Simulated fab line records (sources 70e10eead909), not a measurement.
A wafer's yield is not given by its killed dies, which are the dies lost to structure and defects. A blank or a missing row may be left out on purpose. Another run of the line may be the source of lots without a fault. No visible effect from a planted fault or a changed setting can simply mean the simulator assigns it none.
Comparing a struck lot with a sound one :: flow nand_harc :: 15 steps out of a route of 1302
Sound: wafers L414.3, L414.4, L414.6. Struck: wafers L428.1, L428.2, L428.3. The cause is given at the end.
Order at every step that has rows: each side's tool, ch and its chambers, its first start. Under that, the readings that differ: sound wafers :: struck wafers :: difference of the means :: sigmas: that difference in standard deviations of wafers without a fault.
alike: same words and numbers on both sides, and readings whose means sit less than 2 such deviations apart. not compared: any withheld reading, any reading some wafer has no value for, any bound like >300 that may hide the same value, and any number with overlapping values for which the record gives no deviation.
Wherever a step has rows on one side only, a row that says differs or no value, or a row with sigmas, the two part there. Non-overlapping numbers with no deviation appear without sigmas and do not part them. Lack of a reading on every wafer of one side parts them only where that side has two or more wafers.

first, 1 step without rows for these wafers: NHARC_A_ONON_D1_DEP_00 (target thk 1000 nm).
NHARC_A_ONON_D1_THK_MEAS_02: measures by ellipsometry.
  sound on film_metro-01 at day 10 07:31; struck on film_metro-01 at day 16 05:42
  alike: thk_nm
after that, 1 step with no rows for these wafers: NHARC_A_ONON_D1_DEP_03 (target thk 1000 nm).
NHARC_A_ONON_D1_THK_MEAS_05: measures by ellipsometry.
  sound on film_metro-01 at day 10 08:05; struck on film_metro-01 at day 16 06:16
  alike: thk_nm
after that, 1 step with no rows for these wafers: NHARC_A_ONON_D1_DEP_06 (target thk 1000 nm).
NHARC_A_ONON_D1_THK_MEAS_08: measures by ellipsometry.
  sound on film_metro-02 at day 10 08:39; struck on film_metro-02 at day 16 06:50
  alike: thk_nm
after that, 1 step with no rows for these wafers: NHARC_A_ONON_D1_DEP_09 (target thk 1000 nm).
NHARC_A_ONON_D1_THK_MEAS_11: measures by ellipsometry.
  sound on film_metro-01 at day 10 09:13; struck on film_metro-02 at day 16 07:25
  alike: thk_nm
after that, 1 step with no rows for these wafers: NHARC_A_ONON_D1_DEP_12 (target thk 1000 nm).
NHARC_A_ONON_D1_THK_MEAS_14: measures by ellipsometry.
  sound on film_metro-02 at day 10 09:47; struck on film_metro-02 at day 16 07:59
  alike: thk_nm
then, 1 step without rows for these wafers: NHARC_A_ONON_D1_ANNEAL_15 (time 3600 s).
NHARC_A_ONON_D1_DEP_16: target thk 1000 nm.
  sound on pecvd_onon-01 ch 0, day 10 17:09; struck on pecvd_onon-01 ch 0, day 16 15:42
  alike: sih4_flow_sccm
NHARC_A_ONON_D1_THK_MEAS_18: measures by ellipsometry.
  sound on film_metro-01 at day 10 17:32; struck on film_metro-01 at day 16 16:13
reading: thk_nm (nm)
sound: 1018 1018 1018
struck: 682 681 682
difference: -336
sigmas: -35
after that, 1 step with no rows for these wafers: NHARC_A_ONON_D1_DEP_19 (target thk 1000 nm).
-- jump in the record: it breaks off in module A_ONON_D1 and resumes in module END (first step shown: number 1302 of the route), and 17 days separate the struck wafers' starts before and after --
NHARC_END_SORT_01:
  here the record holds rows for the struck wafers (prober-02 ch 0, day 33 08:07) but none for the sound ones

== WHERE THEY PART ==
Last at NHARC_END_SORT_01 as far as this record goes, first at NHARC_A_ONON_D1_THK_MEAS_18.

WHY: what had been put in by the simulator
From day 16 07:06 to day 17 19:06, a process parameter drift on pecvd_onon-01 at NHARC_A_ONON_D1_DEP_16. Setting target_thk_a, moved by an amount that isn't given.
